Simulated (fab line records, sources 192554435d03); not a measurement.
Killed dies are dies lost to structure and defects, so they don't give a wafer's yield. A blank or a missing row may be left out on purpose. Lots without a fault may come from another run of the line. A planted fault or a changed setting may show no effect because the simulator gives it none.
Chamber matching | flow n5_finfet | N5_BEOL_M11_ETCH_61 on rie_diel-06: 4 sister chambers
The step etches SiARC in CF4, target depth 39 nm, time 65 s. 4 wafers are shown with their chamber, then 8 later ones without.

WAFERS WITH THEIR CHAMBER
wafer  | chamber | drypump_motor_current_A (A)
L082.1 | 0       | 5.80
L090.5 | 1       | 6.49
L090.6 | 2       | 6.04
L092.2 | 3       | 5.79

WAFERS WITHOUT THEIR CHAMBER
wafer  | drypump_motor_current_A (A)
L092.3 | 5.79
L092.5 | 6.50
L097.1 | 6.51
L097.2 | 5.79
L097.6 | 5.79
L096.3 | 5.77
L096.5 | 5.75
L096.6 | 6.50

WHICH CHAMBER EACH WENT THROUGH
wafer  | from the rows above     | in truth
L092.3 | can't be placed: 3 or 0 | 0
L092.5 | 1                       | 1
L097.1 | 1                       | 1
L097.2 | can't be placed: 3 or 0 | 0
L097.6 | can't be placed: 3 or 0 | 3
L096.3 | can't be placed: 3 or 0 | 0
L096.5 | can't be placed: 3 or 0 | 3
L096.6 | 1                       | 1
Placed correctly: 3 of 8. Can't be placed from these rows: 5 (the true chamber is among the candidates in 5). Placed wrongly: 0.
How it was worked out, from the rows above alone: a wafer's distance from a chamber is the root of the sum, over the readings, of the square of ((its reading less the chamber's mean) divided by the reading's scatter). The wafer belongs to the nearest chamber; if the next one is less than 2 further off, it can't be placed. A chamber's mean is the mean of its shown wafers. The scatter: with one shown wafer a chamber, the root of the mean of the squares of how far each hidden wafer lies from its nearest shown one.
